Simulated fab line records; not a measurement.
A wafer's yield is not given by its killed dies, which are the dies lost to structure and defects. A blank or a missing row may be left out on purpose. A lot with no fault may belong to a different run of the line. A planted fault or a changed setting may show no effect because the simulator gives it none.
Code-filled problem report in 8D (eight disciplines) form ; flow n5-finfet ; the parts of the form that need people (team, actions taken, sign-off) are left out

1. WHAT WENT WRONG
Wafers with no fault read 2997 W with a standard deviation of 8.2, whereas rf-fwd-power-W at N5_SD_EPI_N_ETCH_35 reads a mean of 2279 W on 1 wafer of 1 lot. That puts it -88 standard deviations away from the usual mean.
The step: etches SOC in N2/H2, overetch 108 nm, time 486 s.
First seen on wafer L925.4, day 5 21:46, on rie-diel-05. The record holds 24 wafers of 8 lots with a number at this step. Rule for "out", or "out of limits": more than 4 standard deviations from the usual mean. The other wafers with a number count as sound.

2. WHAT IT IS AND WHAT IT IS NOT
question;is;is not
which readings at this step;rf-fwd-power-W, rf-vpp-V;drypump-motor-current-A, oes-product-au, showerhead-plenum-p-Torr, throttle-valve-pct
which lots;L925;L914, L915, L916, L928, L935, L936, L937
which wafers of those lots;L925.4;L925.2, L925.5
read on which tools;rie-diel-05;rie-diel-01, rie-diel-06
when;from day 5 21:46;"up to then (11 sound wafers); but 12 sound wafers of L928, L935, L936, L937 came after"

3. WHAT RULES OUT EACH SUSPECT
Counting: if a tool at a process step up to the reading ran every lot that is out, it stays a suspect. Sound lots after the first of them don't rule it out here, since some wafers of a struck lot are sound.
- ald-sin-04 at N5_SPACER0_ALD_00 (deposits SiOCN, target thk 3.5 nm, pulse time 3 s, purge time 2 s): kept. L925, the lot that is out, went through it at day 5 20:47; up to then, the latest sound lot through it was L916 at day 3 11:06.
- rie-diel-05 at N5_SD_EPI_N_DESCUM_14 (chemistry O2, time 7.9 s): kept. L925, the lot that is out, went through it at day 5 21:41; up to then, the latest sound lot through it was L915 at day 3 07:30.
- rie-diel-05 at N5_SD_EPI_N_ETCH_35 (etches SOC in N2/H2, overetch 108 nm, time 486 s): kept. L925, the lot that is out, went through it at day 5 21:46; up to then, the latest sound lot through it was L915 at day 3 07:35. Its own readings are out on those wafers: rf-fwd-power-W, rf-vpp-V.
- Within ald-sin-04 at N5_SPACER0_ALD_00: the wafers that are out ran in chamber 2; their sound lot-mates ran in chambers 0, 3.
- Within rie-diel-05 at N5_SD_EPI_N_DESCUM_14: the wafers that are out ran in chamber 1; their sound lot-mates ran in chambers 2, 3.
- Within rie-diel-05 at N5_SD_EPI_N_ETCH_35: the wafers that are out ran in chamber 1; their sound lot-mates ran in chambers 2, 3.
The count leaves ald-sin-04 at N5_SPACER0_ALD_00, rie-diel-05 at N5_SD_EPI_N_DESCUM_14, and rie-diel-05 at N5_SD_EPI_N_ETCH_35.

4. THE CAUSE (what the simulator had put in)
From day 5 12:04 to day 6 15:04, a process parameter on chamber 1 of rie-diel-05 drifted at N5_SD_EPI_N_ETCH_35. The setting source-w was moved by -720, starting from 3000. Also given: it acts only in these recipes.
Counting left 3 suspects, and this tool is among them.

5. SEQUENCE OF EFFECTS, ordered by route
Rows list readings where the struck wafers' mean (over those with a number) sits beyond 3 standard deviations from the usual. Scope: only readings with a usual standard deviation given in the record; hours: median across lots of the time from each lot's start at the first step in this table that gives one to its start at this step; sigmas: change in usual standard deviations.
hours;step;reading;usual;on struck wafers;change;sigmas
0;N5_SD_EPI_N_ETCH_35;rf-fwd-power-W;2997 W;2279;-718;-88
0;N5_SD_EPI_N_ETCH_35;rf-vpp-V;241.0 V;268.0;+27.0;+21
240;N5_PASSIVATION_PROBE_49;defect-limited-yield;91.0 %;50.9;-40.1;-29
240;N5_PASSIVATION_PROBE_49;killed-at-front-end;40;499;+459;+42
240;N5_PASSIVATION_PROBE_49;killed-at-other;3.2;18.0;+14.8;+5.1
240;N5_PASSIVATION_PROBE_49;killed-dies;106;579;+473;+28
240;N5_PASSIVATION_PROBE_49;killed-on-rim;14;94;+80;+21
240;N5_PASSIVATION_PROBE_49;sort_bin_5_function;5.3 %;44.2;+38.9;+39
240;N5_PASSIVATION_PROBE_49;sort-n-pass;1073;601;-472;-25
240;N5_PASSIVATION_PROBE_49;sort-yield-pct;91.0 %;50.9;-40.1;-25
It contains these process steps:
- N5_SD_EPI_N_ETCH_35: etches SOC in N2/H2, overetch 108 nm, time 486 s.
- N5_PASSIVATION_PROBE_49
Later measuring or inspecting steps at which every struck wafer that the step has a row for has a number for every such reading, and none has moved that far: N5_BEOL_M4_RC_MEAS_101.

6. HOW IT WOULD HAVE BEEN CAUGHT EARLIER
First out-of-limits reading in this record: day 5 21:46, which is 10 hours after fault onset at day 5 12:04.
